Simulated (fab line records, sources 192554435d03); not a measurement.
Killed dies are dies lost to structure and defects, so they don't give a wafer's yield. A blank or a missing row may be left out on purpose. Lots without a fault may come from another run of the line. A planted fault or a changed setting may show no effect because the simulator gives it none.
fab line records | flow n5_finfet
record lots=24 wafers=72 last_day=19
route steps=1938 shown FIN_SAQP@141 FIN_CUT@165
lots that met no fault: from a run of the same line without faults
start_h: hours from the record's first day to the start of the lot's first wafer shown | wait_h: hours since the lot's step before | " the same as in the row above | L1.1+2: a row that stands for several wafers | - no value, or no start given | * or withheld: withheld | < > ~ a bound
route shown NAME@n: a module of which the file shows steps, and the number in the route of the first | usual: mean/standard deviation of fault-free wafers | same: alike in all rows | chamber/n: place in a boat | sites: the reading at each site | _std_site: their standard deviation | _edge_site: outer sites' mean less inner sites' | radius_mm: how far each site lies from the wafer's centre | mask NAME#n: copy n | behind: the tool/chamber that last shaped the wafer | hold: why the lot was held/for how many hours/how that ended | device: the transistor (n, p or np) that didn't switch | end of line: the same wafers' tests at the end of the route | a step without rows: its recipe alone | killed: dies lost to structure and defects at the first sort, not the wafer's yield | map: a wafer's dies, x killed, . not, _ none there
set.NAME: the setting as run; set.NAME@STEP: as run at that earlier step | model.NAME: the simulator's own value behind a step, which no gauge read
steps of the route over a sample of lots; a table a step, a row a wafer
services: from which hour (start_h, from the record's first day; less than 0 if before it) a tool's chamber was out of use, for how many hours, and why
## steps
# step N5_FIN_SAQP_CD_MEAS_31
# recipe target_cd_nm=8 landing_energy_ev=1000 detector=se_inlens polarity=line
# usual cd_nm=8.12/0.21
# columns lot.wafer tool chamber start_h wait_h cd_nm
L074.2 cd_sem-02 0 26.37 0.1 8.40
L074.5 " 0 " " 8.07
L074.6 " 0 " " 8.13
L075.2 cd_sem-02 0 33.28 0.1 7.94
L075.3 " 0 " " 8.44
L075.6 " 0 " " 8.17
L076.2 cd_sem-03 0 36.96 0.1 8.43
L076.4 " 0 " " 8.52
L076.5 " 0 " " 8.03
L077.4 cd_sem-01 0 46.52 0.1 7.78
L077.5 " 0 " " 8.11
L077.6 " 0 " " 8.16
L078.1 cd_sem-01 0 50.33 0.1 8.23
L078.4 " 0 " " 8.06
L078.6 " 0 " " 7.99
L079.4 cd_sem-02 0 55.86 0.1 8.12
L079.5 " 0 " " 8.36
L079.6 " 0 " " 8.24
L080.1 cd_sem-03 0 62.09 0.1 8.15
L080.3 " 0 " " 7.92
L080.4 " 0 " " 8.21
L081.2 cd_sem-02 0 68.06 0.1 8.25
L081.5 " 0 " " 8.12
L081.6 " 0 " " 8.29
L082.2 cd_sem-03 0 73.87 0.1 7.99
L082.4 " 0 " " 8.33
L082.6 " 0 " " 8.10
L083.2 cd_sem-02 0 79.88 0.1 8.26
L083.4 " 0 " " 8.20
L083.6 " 0 " " 7.91
L084.1 cd_sem-02 0 85.43 0.1 8.03
L084.3 " 0 " " 7.75
L084.5 " 0 " " 7.91
L085.2 cd_sem-01 0 94.25 0.1 8.34
L085.4 " 0 " " 8.26
L085.6 " 0 " " 7.79
L086.1 cd_sem-03 0 98.84 0.1 8.10
L086.4 " 0 " " 8.37
L086.5 " 0 " " 8.32
L087.4 cd_sem-02 0 104.04 0.1 8.06
L087.5 " 0 " " 8.21
L087.6 " 0 " " 8.37
L088.2 cd_sem-01 0 112.20 0.1 8.04
L088.5 " 0 " " 8.51
L088.6 " 0 " " 7.82
L089.2 cd_sem-03 0 116.59 0.1 7.92
L089.4 " 0 " " 8.01
L089.5 " 0 " " 8.53
L090.1 cd_sem-03 0 122.68 0.1 8.17
L090.2 " 0 " " 7.82
L090.5 " 0 " " 8.16
L091.1 cd_sem-02 0 128.92 0.1 8.21
L091.3 " 0 " " 8.22
L091.4 " 0 " " 7.66
L092.1 cd_sem-01 0 134.27 0.1 8.21
L092.4 " 0 " " 8.04
L092.6 " 0 " " 8.07
L093.1 cd_sem-03 0 140.95 0.1 8.10
L093.2 " 0 " " 8.49
L093.5 " 0 " " 7.80
L094.1 cd_sem-01 0 145.98 0.1 8.06
L094.2 " 0 " " 8.12
L094.5 " 0 " " 8.20
L095.2 cd_sem-03 0 150.69 0.1 8.43
L095.4 " 0 " " 8.07
L095.5 " 0 " " 7.88
L096.1 cd_sem-03 0 158.37 0.1 7.83
L096.5 " 0 " " 8.23
L096.6 " 0 " " 8.03
L097.1 cd_sem-03 0 163.87 0.1 8.58
L097.2 " 0 " " 8.28
L097.3 " 0 " " 8.11
# step N5_FIN_SAQP_CD_MEAS_37
# recipe target_cd_nm=8 polarity=line
# usual cd_nm=8.08/0.26
# columns lot.wafer tool chamber start_h wait_h cd_nm
L074.2 cd_sem-01 - 26.82 0.1 7.52
L074.5 " - " " 8.25
L074.6 " - " " 8.10
L075.2 cd_sem-03 - 33.75 0.1 8.36
L075.3 " - " " 8.18
L075.6 " - " " 8.32
L076.2 cd_sem-02 - 37.42 0.1 7.98
L076.4 " - " " 8.37
L076.5 " - " " 8.33
L077.4 cd_sem-02 - 47.01 0.1 8.36
L077.5 " - " " 7.67
L077.6 " - " " 7.92
L078.1 cd_sem-03 - 50.78 0.1 7.99
L078.4 " - " " 7.80
L078.6 " - " " 8.13
L079.4 cd_sem-03 - 56.39 0.1 8.13
L079.5 " - " " 7.74
L079.6 " - " " 8.18
L080.1 cd_sem-02 - 62.69 0.1 7.51
L080.3 " - " " 8.10
L080.4 " - " " 8.18
L081.2 cd_sem-03 - 68.60 0.1 8.74
L081.5 " - " " 7.67
L081.6 " - " " 7.93
L082.2 cd_sem-02 - 74.32 0.1 8.39
L082.4 " - " " 8.62
L082.6 " - " " 8.45
L083.2 cd_sem-01 - 80.33 0.1 7.92
L083.4 " - " " 7.69
L083.6 " - " " 8.45
L084.1 cd_sem-01 - 85.88 0.1 8.18
L084.3 " - " " 7.74
L084.5 " - " " 7.71
L085.2 cd_sem-02 - 94.70 0.1 8.21
L085.4 " - " " 8.12
L085.6 " - " " 7.99
L086.1 cd_sem-02 - 99.51 0.1 7.90
L086.4 " - " " 8.21
L086.5 " - " " 8.23
L087.4 cd_sem-03 - 104.68 0.1 8.23
L087.5 " - " " 7.60
L087.6 " - " " 8.09
L088.2 cd_sem-02 - 112.66 0.1 8.38
L088.5 " - " " 8.02
L088.6 " - " " 8.58
L089.2 cd_sem-02 - 117.05 0.1 8.28
L089.4 " - " " 7.97
L089.5 " - " " 8.42
L090.1 cd_sem-02 - 123.13 0.1 8.26
L090.2 " - " " 7.87
L090.5 " - " " 8.30
L091.1 cd_sem-02 - 129.37 0.1 8.08
L091.3 " - " " 8.08
L091.4 " - " " 8.20
L092.1 cd_sem-01 - 134.73 0.1 8.20
L092.4 " - " " 8.19
L092.6 " - " " 8.56
L093.1 cd_sem-01 - 141.40 0.1 7.91
L093.2 " - " " 8.04
L093.5 " - " " 7.81
L094.1 cd_sem-02 - 146.76 0.1 7.78
L094.2 " - " " 8.20
L094.5 " - " " 7.80
L095.2 cd_sem-03 - 151.14 0.1 8.28
L095.4 " - " " 7.61
L095.5 " - " " 7.79
L096.1 cd_sem-03 - 158.82 0.1 7.92
L096.5 " - " " 8.35
L096.6 " - " " 7.86
L097.1 cd_sem-03 - 164.33 0.1 8.32
L097.2 " - " " 8.35
L097.3 " - " " 8.26
# step N5_FIN_CUT_INSPECT_10
# recipe mode=adi inspect_instrument=brightfield
# usual raw_defect_count=40/10
# columns lot.wafer tool chamber start_h wait_h raw_defect_count
L074.2 defect_inspect-02 - 27.34 0.0 48
L074.5 " - " " 61
L074.6 " - " " 36
L075.2 defect_inspect-01 - 34.27 0.0 36
L075.3 " - " " 39
L075.6 " - " " 37
L076.2 defect_inspect-01 - 38.06 0.0 26
L076.4 " - " " 44
L076.5 " - " " 41
L077.4 defect_inspect-02 - 47.53 0.0 24
L077.5 " - " " 55
L077.6 " - " " 51
L078.1 defect_inspect-01 - 51.31 0.1 55
L078.4 " - " " 38
L078.6 " - " " 60
L079.4 defect_inspect-01 - 56.90 0.0 32
L079.5 " - " " 42
L079.6 " - " " 28
L080.1 defect_inspect-01 - 63.34 0.1 41
L080.3 " - " " 55
L080.4 " - " " 48
L081.2 defect_inspect-01 - 69.24 0.0 23
L081.5 " - " " 33
L081.6 " - " " 33
L082.2 defect_inspect-01 - 74.84 0.0 41
L082.4 " - " " 36
L082.6 " - " " 41
L083.2 defect_inspect-01 - 80.85 0.0 42
L083.4 " - " " 35
L083.6 " - " " 43
L084.1 defect_inspect-01 - 86.41 0.1 42
L084.3 " - " " 42
L084.5 " - " " 57
L085.2 defect_inspect-02 - 95.35 0.0 33
L085.4 " - " " 38
L085.6 " - " " 31
L086.1 defect_inspect-01 - 100.04 0.1 25
L086.4 " - " " 32
L086.5 " - " " 35
L087.4 defect_inspect-01 - 105.20 0.0 33
L087.5 " - " " 33
L087.6 " - " " 57
L088.2 defect_inspect-01 - 113.18 0.0 42
L088.5 " - " " 40
L088.6 " - " " 42
L089.2 defect_inspect-01 - 117.57 0.0 42
L089.4 " - " " 34
L089.5 " - " " 55
L090.1 defect_inspect-02 - 123.78 0.1 36
L090.2 " - " " 54
L090.5 " - " " 43
L091.1 defect_inspect-01 - 129.90 0.1 30
L091.3 " - " " 28
L091.4 " - " " 27
L092.1 defect_inspect-02 - 135.25 0.1 47
L092.4 " - " " 34
L092.6 " - " " 46
L093.1 defect_inspect-02 - 142.15 0.1 45
L093.2 " - " " 53
L093.5 " - " " 20
L094.1 defect_inspect-01 - 147.40 0.1 41
L094.2 " - " " 58
L094.5 " - " " 73
L095.2 defect_inspect-02 - 151.66 0.0 27
L095.4 " - " " 32
L095.5 " - " " 33
L096.1 defect_inspect-01 - 159.48 0.1 57
L096.5 " - " " 49
L096.6 " - " " 36
L097.1 defect_inspect-02 - 164.85 0.1 40
L097.2 " - " " 42
L097.3 " - " " 35
# step N5_FIN_CUT_ETCH_30
# recipe chemistry=N2/H2 target=underlayer target_depth_a=130 mask_material=CAR-EUV time_s=10.4 ion_energy_ev=200 pressure_mtorr=30 source_w=840 bias_w=150 n2_flow_sccm=200 h2_flow_sccm=200 ends=cleared
# usual drypump_motor_current_A=5.8/0.61 etch_rf_on_time_s=10.29/0.22 oes_product_au=0.66/0.047 rf_vpp_V=523.3/2.5 showerhead_plenum_p_Torr=2.52/0.083 throttle_valve_pct=17.89/0.25
# columns lot.wafer tool chamber start_h wait_h drypump_motor_current_A etch_rf_on_time_s oes_product_au rf_hours_counter_h rf_vpp_V showerhead_plenum_p_Torr throttle_valve_pct
L074.2 rie_diel-05 2 27.41 0.0 5.0 10.03 0.68 121 527.6 2.65 17.77
L074.5 " 3 " " 6.2 10.28 0.67 - 524.5 2.57 18.19
L074.6 " 0 " " 6.0 10.13 0.63 - 528.4 2.63 17.75
L075.2 rie_diel-02 0 34.33 0.0 5.5 10.42 0.62 181 521.1 2.43 17.80
L075.3 " 3 " " 5.6 10.38 0.76 33 518.3 2.39 17.72
L075.6 " 3 " " 5.6 10.35 0.75 - 518.6 2.39 17.72
L076.2 rie_diel-02 1 38.13 0.0 5.1 10.04 0.61 225 526.6 2.62 18.19
L076.4 " 0 " " 5.5 10.33 0.62 182 520.3 2.43 17.80
L076.5 " 1 " " 5.0 9.98 0.61 - 527.2 2.62 18.18
L077.4 rie_diel-02 0 47.65 0.0 5.5 10.55 0.61 185 518.8 2.43 17.81
L077.5 " 3 " " 5.6 10.44 0.75 - 519.6 2.38 17.72
L077.6 " 2 " " 6.3 10.62 0.65 - 524.0 2.56 18.28
L078.1 rie_diel-05 3 51.38 0.0 6.2 10.29 0.66 118 523.9 2.56 18.20
L078.4 " 1 " " 6.1 10.37 0.73 66 523.7 2.57 17.60
L078.6 " 3 " " 6.2 10.24 0.67 - 523.2 2.57 18.20
L079.4 rie_diel-05 3 56.97 0.0 6.2 10.30 0.66 120 524.3 2.56 18.22
L079.5 " 0 " " 5.9 9.96 0.62 - 525.8 2.63 17.77
L079.6 " 3 " " 6.2 10.28 0.67 - 523.9 2.56 18.22
L080.1 rie_diel-06 0 63.41 0.0 5.1 9.85 0.69 112 524.3 2.56 17.54
L080.3 " 3 " " 6.6 10.42 0.63 135 521.5 2.44 17.55
L080.4 " 2 " " 6.6 10.11 0.72 69 525.3 2.58 17.87
L081.2 rie_diel-02 1 69.31 0.0 5.0 10.07 0.61 234 525.6 2.61 18.21
L081.5 " 2 " " 6.3 10.36 0.65 - 524.4 2.56 18.31
L081.6 " 3 " " 5.6 10.29 0.74 - 518.3 2.38 17.75
L082.2 rie_diel-06 0 74.92 0.0 5.0 9.97 0.69 115 523.4 2.56 17.54
L082.4 " 2 " " 6.6 10.20 0.70 72 524.9 2.58 17.87
L082.6 " 2 " " 6.6 10.16 0.70 - 522.3 2.58 17.88
L083.2 rie_diel-06 2 80.92 0.0 6.6 10.24 0.70 74 524.7 2.58 17.88
L083.4 " 0 " " 5.1 9.85 0.70 117 525.1 2.56 17.56
L083.6 " 0 " " 5.1 9.84 0.69 - 525.7 2.56 17.56
L084.1 rie_diel-06 0 86.47 0.0 5.0 9.82 0.69 118 523.6 2.56 17.55
L084.3 " 2 " " 6.6 10.08 0.71 75 525.3 2.58 17.88
L084.5 " 1 " " 5.0 10.39 0.67 - 524.6 2.55 17.92
L085.2 rie_diel-02 1 95.42 0.0 5.1 10.11 0.60 241 525.4 2.61 18.22
L085.4 " 0 " " 5.5 10.36 0.61 198 520.1 2.42 17.85
L085.6 " 1 " " 5.1 10.01 0.60 - 526.1 2.61 18.21
L086.1 rie_diel-02 0 100.10 0.0 5.5 10.39 0.62 199 521.3 2.42 17.84
L086.4 " 3 " " 5.7 10.33 0.74 51 518.2 2.38 17.75
L086.5 " 2 " " 6.3 10.52 0.63 - 523.0 2.55 18.31
L087.4 rie_diel-06 2 105.27 0.0 6.6 9.99 0.71 80 524.3 2.58 17.90
L087.5 " 2 " " 6.6 10.04 0.71 - 525.6 2.58 17.88
L087.6 " 1 " " 5.0 10.58 0.66 - 524.3 2.55 17.93
L088.2 rie_diel-02 3 113.33 0.0 5.6 10.34 0.73 57 518.7 2.38 17.75
L088.5 " 3 " " 5.6 10.42 0.73 - 518.6 2.38 17.78
L088.6 " 0 " " 5.5 10.39 0.61 - 518.7 2.42 17.86
L089.2 rie_diel-06 0 117.67 0.0 5.1 9.70 0.69 127 524.5 2.55 17.58
L089.4 " 3 " " 6.6 10.48 0.62 149 520.7 2.43 17.55
L089.5 " 3 " " 6.6 10.39 0.62 - 520.9 2.43 17.56
L090.1 rie_diel-06 1 123.85 0.0 5.0 10.57 0.65 126 523.6 2.55 17.95
L090.2 " 0 " " 5.0 9.87 0.69 129 524.7 2.55 17.58
L090.5 " 0 " " 5.1 9.93 0.68 - 523.9 2.55 17.57
L091.1 rie_diel-02 2 130.60 0.0 6.4 10.50 0.63 173 524.4 2.55 18.35
L091.3 " 2 " " 6.4 10.54 0.63 - 524.3 2.55 18.34
L091.4 " 3 " " 5.6 10.23 0.72 - 518.8 2.37 17.75
L092.1 rie_diel-05 1 135.32 0.0 6.1 10.17 0.71 92 524.9 2.56 17.66
L092.4 " 2 " " 5.0 9.99 0.66 148 526.8 2.64 17.80
L092.6 " 1 " " 6.1 10.14 0.72 - 523.8 2.56 17.66
L093.1 rie_diel-06 1 142.22 0.0 5.0 10.55 0.64 132 524.7 2.54 17.97
L093.2 " 0 " " 5.0 9.90 0.68 135 525.5 2.55 17.58
L093.5 " 2 " " 6.6 10.14 0.70 - 524.7 2.57 17.90
L094.1 rie_diel-02 0 147.47 0.0 5.5 10.45 0.60 211 520.2 2.42 17.84
L094.2 " 2 " " 6.4 10.75 0.62 179 525.5 2.54 18.33
L094.5 " 2 " " 6.4 10.61 0.62 - 522.2 2.55 18.34
L095.2 rie_diel-02 3 151.82 0.0 5.6 10.49 0.70 70 518.7 2.37 17.78
L095.4 " 1 " " 5.1 10.03 0.86 1 527.9 2.61 17.81
L095.5 " 3 " " 5.6 10.52 0.70 - 519.4 2.37 17.79
L096.1 rie_diel-05 3 159.85 0.0 6.1 10.32 0.65 153 524.4 2.55 18.27
L096.5 " 0 " " 6.0 10.22 0.59 - 526.7 2.61 17.82
L096.6 " 1 " " 6.2 10.25 0.71 - 524.0 2.56 17.65
L097.1 rie_diel-06 1 164.92 0.0 5.0 10.49 0.65 139 522.9 2.54 17.97
L097.2 " 3 " " 6.6 10.45 0.61 164 520.4 2.43 17.59
L097.3 " 0 " " 5.1 9.85 0.68 141 522.4 2.55 17.58
# step N5_FIN_CUT_CUT_ETCH_26
# recipe chemistry=CH3F/O2 target=SiNx target_depth_a=390 mask_material=SOC time_s=55.7 pressure_mtorr=30 source_w=395 bias_w=73 Ar_flow_sccm=150 CH3F_flow_sccm=30 O2_flow_sccm=20 ion_energy_ev=120
# usual CH3F_flow_sccm=30.00/0.089 O2_flow_sccm=20.00/0.056 drypump_motor_current_A=5.8/0.61 oes_product_au=0.78/0.056 rf_vpp_V=296/3.6 showerhead_plenum_p_Torr=1.99/0.065 throttle_valve_pct=16.36/0.21
# columns lot.wafer tool chamber start_h wait_h CH3F_flow_sccm O2_flow_sccm drypump_motor_current_A oes_product_au rf_hours_counter_h rf_vpp_V showerhead_plenum_p_Torr throttle_valve_pct
L074.2 rie_diel-05 2 27.82 0.0 29.91 19.93 5.0 0.79 121 299 2.09 16.25
L074.5 " 3 " " 30.12 19.95 6.2 0.78 - 302 2.01 16.58
L074.6 " 0 " " 30.04 19.92 5.9 0.73 - 294 2.07 16.19
L075.2 rie_diel-02 0 34.74 0.0 29.87 19.96 5.5 0.73 181 300 1.90 16.32
L075.3 " 3 " " 30.00 19.97 5.6 0.89 33 294 1.89 16.21
L075.6 " 3 " " 29.95 19.95 5.6 0.89 - 293 1.89 16.22
L076.2 rie_diel-02 1 38.53 0.0 30.03 19.96 5.1 0.71 225 295 2.05 16.57
L076.4 " 0 " " 30.03 20.08 5.5 0.73 183 299 1.90 16.33
L076.5 " 1 " " 30.06 20.06 5.1 0.71 - 295 2.05 16.56
L077.4 rie_diel-02 0 48.05 0.0 30.04 20.09 5.5 0.72 185 299 1.90 16.30
L077.5 " 3 " " 29.89 20.03 5.6 0.89 - 293 1.89 16.21
L077.6 " 2 " " 30.11 20.08 6.4 0.76 - 299 2.01 16.71
L078.1 rie_diel-05 3 51.78 0.0 29.91 19.93 6.1 0.78 119 303 2.01 16.58
L078.4 " 1 " " 30.13 20.07 6.1 0.86 66 298 2.02 16.08
L078.6 " 3 " " 30.03 19.94 6.2 0.78 - 302 2.01 16.61
L079.4 rie_diel-05 3 57.37 0.0 30.04 19.97 6.1 0.78 121 302 2.01 16.59
L079.5 " 0 " " 30.02 19.99 5.9 0.71 - 295 2.07 16.19
L079.6 " 3 " " 30.05 19.97 6.2 0.77 - 305 2.01 16.61
L080.1 rie_diel-06 0 63.81 0.0 30.08 20.00 5.0 0.82 112 294 2.01 16.04
L080.3 " 3 " " 30.02 20.02 6.6 0.74 135 291 1.92 16.09
L080.4 " 2 " " 29.94 20.02 6.6 0.84 70 292 2.03 16.32
L081.2 rie_diel-02 1 69.71 0.0 30.22 19.95 5.1 0.70 234 294 2.05 16.58
L081.5 " 2 " " 29.95 20.10 6.4 0.75 - 301 2.01 16.73
L081.6 " 3 " " 29.91 20.02 5.6 0.88 - 292 1.88 16.24
L082.2 rie_diel-06 0 75.33 0.0 30.09 19.99 5.1 0.80 115 293 2.01 16.06
L082.4 " 2 " " 29.89 20.12 6.6 0.83 73 292 2.03 16.33
L082.6 " 2 " " 29.96 20.06 6.6 0.83 - 294 2.03 16.33
L083.2 rie_diel-06 2 81.32 0.0 30.14 20.04 6.6 0.83 74 292 2.03 16.34
L083.4 " 0 " " 30.05 19.96 5.1 0.80 117 293 2.01 16.06
L083.6 " 0 " " 30.00 19.96 5.0 0.81 - 294 2.01 16.06
L084.1 rie_diel-06 0 86.88 0.0 30.01 19.99 5.1 0.80 119 294 2.01 16.06
L084.3 " 2 " " 29.87 19.99 6.6 0.83 76 292 2.03 16.33
L084.5 " 1 " " 29.82 19.98 5.0 0.78 - 300 2.02 16.46
L085.2 rie_diel-02 1 95.82 0.0 30.00 19.97 5.0 0.69 241 296 2.05 16.59
L085.4 " 0 " " 29.93 19.95 5.5 0.71 198 300 1.89 16.34
L085.6 " 1 " " 30.02 20.02 5.0 0.70 - 295 2.05 16.60
L086.1 rie_diel-02 0 100.51 0.0 30.15 19.92 5.5 0.71 199 300 1.89 16.36
L086.4 " 3 " " 30.05 20.00 5.6 0.85 52 294 1.88 16.23
L086.5 " 2 " " 29.98 19.91 6.3 0.75 - 300 2.00 16.74
L087.4 rie_diel-06 2 105.67 0.0 30.01 20.08 6.6 0.83 81 293 2.03 16.33
L087.5 " 2 " " 29.99 20.08 6.6 0.82 - 293 2.03 16.34
L087.6 " 1 " " 29.93 20.01 5.0 0.77 - 302 2.02 16.46
L088.2 rie_diel-02 3 113.73 0.0 30.01 19.96 5.6 0.86 57 291 1.88 16.26
L088.5 " 3 " " 30.15 20.00 5.6 0.85 - 293 1.88 16.25
L088.6 " 0 " " 30.02 20.06 5.5 0.70 - 300 1.89 16.35
L089.2 rie_diel-06 0 118.07 0.0 30.06 20.05 5.1 0.80 127 294 2.01 16.09
L089.4 " 3 " " 30.09 20.06 6.7 0.73 150 293 1.91 16.12
L089.5 " 3 " " 29.98 19.97 6.6 0.74 - 292 1.91 16.13
L090.1 rie_diel-06 1 124.25 0.0 29.96 20.03 5.0 0.77 126 301 2.01 16.46
L090.2 " 0 " " 29.92 19.96 5.0 0.80 130 295 2.01 16.07
L090.5 " 0 " " 30.00 20.09 5.1 0.80 - 294 2.01 16.07
L091.1 rie_diel-02 2 131.21 0.0 29.79 19.98 6.3 0.74 173 300 2.00 16.77
L091.3 " 2 " " 30.04 19.95 6.3 0.74 - 299 2.00 16.75
L091.4 " 3 " " 30.18 19.94 5.6 0.85 - 292 1.88 16.29
L092.1 rie_diel-05 1 135.72 0.0 30.01 20.00 6.1 0.83 92 297 2.01 16.12
L092.4 " 2 " " 30.02 19.99 5.0 0.76 148 300 2.08 16.28
L092.6 " 1 " " 29.99 20.01 6.1 0.83 - 296 2.01 16.11
L093.1 rie_diel-06 1 142.62 0.0 29.96 20.06 5.0 0.76 133 301 2.01 16.47
L093.2 " 0 " " 29.93 20.10 5.1 0.80 135 295 2.00 16.10
L093.5 " 2 " " 30.08 19.92 6.6 0.82 - 292 2.02 16.36
L094.1 rie_diel-02 0 147.91 0.0 30.04 19.95 5.5 0.70 212 300 1.89 16.37
L094.2 " 2 " " 30.01 20.04 6.3 0.73 179 298 2.00 16.76
L094.5 " 2 " " 30.02 20.04 6.3 0.73 - 299 2.00 16.77
L095.2 rie_diel-02 3 152.23 0.0 29.82 19.99 5.6 0.83 71 293 1.88 16.30
L095.4 " 1 " " 30.22 19.99 5.0 0.99 1 295 2.04 16.14
L095.5 " 3 " " 30.01 19.90 5.6 0.83 - 292 1.88 16.29
L096.1 rie_diel-05 3 160.26 0.0 30.15 20.12 6.2 0.75 153 303 2.00 16.67
L096.5 " 0 " " 30.05 20.01 5.9 0.70 - 295 2.06 16.26
L096.6 " 1 " " 29.90 20.08 6.1 0.83 - 297 2.01 16.13
L097.1 rie_diel-06 1 165.32 0.0 29.90 20.01 5.0 0.76 139 299 2.01 16.51
L097.2 " 3 " " 30.05 19.88 6.6 0.72 164 291 1.91 16.15
L097.3 " 0 " " 30.20 20.04 5.0 0.78 141 294 2.00 16.09
# step N5_FIN_CUT_CUT_ETCH_28
# recipe chemistry=HBr/Cl2/O2 target=Si target_depth_a=60 mask_material=SOC time_s=2.4 ion_energy_ev=* bias_w=* pressure_mtorr=10 icp_w=800 HBr_flow_sccm=150 Cl2_flow_sccm=80 O2_flow_sccm=12
# usual O2_flow_sccm=11.99/0.038 drypump_motor_current_A=5.6/0.42 oes_product_au=0.999/0.017 throttle_valve_pct=37.3/0.31
# columns lot.wafer tool chamber start_h wait_h O2_flow_sccm drypump_motor_current_A oes_product_au rf_hours_counter_h throttle_valve_pct
L074.2 rie_si-04 0 28.08 0.0 11.97 5.6 1.031 195 37.9
L074.5 " 3 " " 12.04 5.7 1.000 - 37.4
L074.6 " 2 " " 11.89 5.0 0.972 - 37.7
L075.2 rie_si-04 3 34.98 0.0 12.02 5.7 0.997 7 37.5
L075.3 " 2 " " 12.00 4.9 0.966 160 37.6
L075.6 " 2 " " 11.99 5.0 0.973 - 37.6
L076.2 rie_si-03 2 38.78 0.0 11.96 5.5 1.000 141 37.4
L076.4 " 3 " " 12.01 6.5 1.008 51 37.2
L076.5 " 3 " " 12.01 6.4 1.019 - 37.2
L077.4 rie_si-04 3 48.31 0.0 11.94 5.7 1.002 7 37.5
L077.5 " 2 " " 12.04 5.0 0.972 - 37.6
L077.6 " 3 " " 11.98 5.7 1.003 - 37.5
L078.1 rie_si-06 3 52.03 0.0 12.00 4.9 0.997 69 36.7
L078.4 " 0 " " 11.99 5.9 0.977 110 37.4
L078.6 " 3 " " 12.07 4.9 0.990 - 36.7
L079.4 rie_si-06 3 57.62 0.0 11.99 5.0 0.999 69 36.7
L079.5 " 1 " " 12.01 5.5 1.014 - 37.3
L079.6 " 0 " " 12.00 5.9 0.974 - 37.4
L080.1 rie_si-03 2 64.06 0.0 11.98 5.5 1.001 142 37.4
L080.3 " 1 " " 12.03 5.7 1.015 74 36.8
L080.4 " 1 " " 11.94 5.7 1.008 - 36.8
L081.2 rie_si-03 2 69.96 0.0 12.06 5.5 0.991 142 37.5
L081.5 " 0 " " 11.96 5.4 0.981 - 37.2
L081.6 " 2 " " 12.06 5.5 0.993 - 37.4
L082.2 rie_si-03 0 75.58 0.0 12.04 5.4 0.983 164 37.3
L082.4 " 0 " " 11.99 5.4 0.991 - 37.3
L082.6 " 2 " " 11.97 5.5 0.996 - 37.4
L083.2 rie_si-06 0 81.57 0.0 12.02 5.9 0.980 110 37.4
L083.4 " 3 " " 12.09 4.9 0.990 69 36.7
L083.6 " 3 " " 12.08 4.9 1.006 - 36.7
L084.1 rie_si-03 2 87.12 0.0 11.95 5.5 0.992 142 37.5
L084.3 " 3 " " 11.96 6.4 1.009 51 37.2
L084.5 " 2 " " 12.01 5.5 0.997 - 37.5
L085.2 rie_si-04 3 96.07 0.0 12.00 5.7 1.010 8 37.5
L085.4 " 2 " " 12.07 5.0 0.971 161 37.7
L085.6 " 1 " " 12.01 6.5 1.003 - 37.5
L086.1 rie_si-06 2 100.75 0.0 11.94 5.6 1.032 127 37.3
L086.4 " 0 " " 12.04 5.9 0.976 111 37.4
L086.5 " 2 " " 11.98 5.6 1.028 - 37.3
L087.4 rie_si-03 1 105.92 0.0 12.05 5.7 1.007 75 36.8
L087.5 " 3 " " 12.02 6.5 1.008 - 37.2
L087.6 " 0 " " 11.95 5.4 0.978 - 37.3
L088.2 rie_si-04 2 114.22 0.0 11.95 5.0 0.969 162 37.6
L088.5 " 3 " " 11.98 5.7 1.005 - 37.5
L088.6 " 2 " " 11.98 5.0 0.973 - 37.6
L089.2 rie_si-03 3 118.32 0.0 12.08 6.5 1.017 51 37.2
L089.4 " 1 " " 11.97 5.7 1.008 75 36.8
L089.5 " 1 " " 11.96 5.7 1.012 - 36.8
L090.1 rie_si-04 1 124.50 0.0 11.97 6.5 0.998 179 37.5
L090.2 " 2 " " 11.95 5.0 0.977 162 37.6
L090.5 " 3 " " 11.99 5.7 0.997 - 37.5
L091.1 rie_si-03 0 131.83 0.0 12.03 5.4 0.984 165 37.3
L091.3 " 3 " " 12.02 6.5 1.017 52 37.2
L091.4 " 1 " " 12.01 5.7 1.008 75 36.8
L092.1 rie_si-06 3 135.97 0.0 12.02 4.9 0.991 70 36.7
L092.4 " 0 " " 12.00 5.9 0.981 111 37.4
L092.6 " 3 " " 12.06 4.9 1.000 - 36.7
L093.1 rie_si-06 1 142.87 0.0 11.97 5.5 1.027 5 37.3
L093.2 " 0 " " 11.99 5.9 0.969 111 37.4
L093.5 " 3 " " 11.96 5.0 1.001 - 36.7
L094.1 rie_si-03 2 148.16 0.0 12.03 5.5 0.993 143 37.4
L094.2 " 1 " " 12.01 5.7 1.011 75 36.8
L094.5 " 0 " " 11.97 5.4 0.975 - 37.2
L095.2 rie_si-03 1 152.47 0.0 11.98 5.7 1.005 75 36.8
L095.4 " 2 " " 12.01 5.5 0.989 - 37.4
L095.5 " 1 " " 12.00 5.7 1.010 - 36.8
L096.1 rie_si-06 3 160.50 0.0 11.95 4.9 1.000 71 36.7
L096.5 " 3 " " 11.97 4.9 0.998 - 36.7
L096.6 " 2 " " 11.93 5.6 1.019 - 37.4
L097.1 rie_si-03 3 165.57 0.0 11.98 6.5 1.009 52 37.2
L097.2 " 2 " " 11.98 5.5 1.000 144 37.4
L097.3 " 1 " " 11.98 5.7 1.008 76 36.9
## services
# columns tool chamber start_h hours kind
rie_si-04 3 31.00 2.9 repair
rie_si-03 1 32.10 3.4 repair
rie_si-06 1 36.81 3.9 repair
rie_si-03 - 42.78 0.4 repair
rie_si-03 3 51.41 35.2 repair
rie_si-04 - 77.88 0.4 repair
rie_diel-02 - 80.06 1.9 repair
rie_diel-05 2 87.35 9.5 repair
rie_si-04 0 119.41 - clean
rie_si-04 0 119.41 20.4 scheduled_down
rie_si-04 0 119.41 20.4 vent_cycle
rie_diel-02 1 126.30 - clean
rie_diel-02 1 126.30 - consumable_replace:focus_ring
rie_diel-02 1 126.30 23.0 scheduled_down
rie_diel-02 1 126.30 23.0 vent_cycle
rie_diel-02 0 126.38 8.9 repair
rie_diel-05 2 127.91 4.1 repair
rie_si-03 3 144.59 10.5 repair
## key
fault none
